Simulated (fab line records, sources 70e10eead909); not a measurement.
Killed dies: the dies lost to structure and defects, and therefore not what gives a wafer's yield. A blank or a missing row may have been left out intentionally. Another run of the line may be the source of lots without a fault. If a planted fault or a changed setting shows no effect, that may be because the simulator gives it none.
Which tool is to blame?    flow nand harc    12 lots (36 wafers sampled), 1 step of a 1302-step route

WHAT EACH GAUGE READ, for each wafer
NHARC_A_SLIT_CD_MEAS_09: the cd target is 300 nm.
lot   measured      on         cd nm (nm)
L074  day 19 17:58  cd sem-02  301.5 300.7 301.5
L078  day 21 00:49  cd sem-03  300.2 299.9 299.9
L080  day 21 16:19  cd sem-03  301.1 300.8 300.6
L081  day 22 17:55  cd sem-01  299.1 300.3 299.1
L082  day 23 09:29  cd sem-01  299.6 300.6 299.6
L084  day 23 22:37  cd sem-01  300.4 300.0 300.0
L086  day 24 17:21  cd sem-01  300.4 300.0 299.5
L089  day 25 10:16  cd sem-03  299.9 299.7 300.7
L090  day 26 17:14  cd sem-02  299.6 299.2 299.8
L093  day 27 05:16  cd sem-03  300.1 301.1 300.5
L095  day 28 12:47  cd sem-02  300.8 300.2 300.2
L097  day 29 03:50  cd sem-01  299.2 300.2 299.9

EACH LOT AND THE TOOL THAT RAN IT (in order: tool; ch and the chambers of the sampled wafers; start)
Before these readings, the record contains no process step.

THE ANSWER, worked out from the rows above alone
Rule: what is usual is taken from the lots themselves. The widest of any qualifying gaps counts: lots, ordered by their means at a reading, are off when they make up no more than a third of the lots, leave a main group of 4 or more, and stand apart from it by 3 or more times the standard deviation of that group's means. A main group is skipped when, at the precision printed for the reading in the tables above, its means are all equal. A lot without any number at a reading at which 4 lots or more have one is off too. All remaining lots with rows at the step are treated as sound.
No lot is off at any reading shown: from this, nothing can be told.

WHAT THE SIMULATOR HAD INSERTED
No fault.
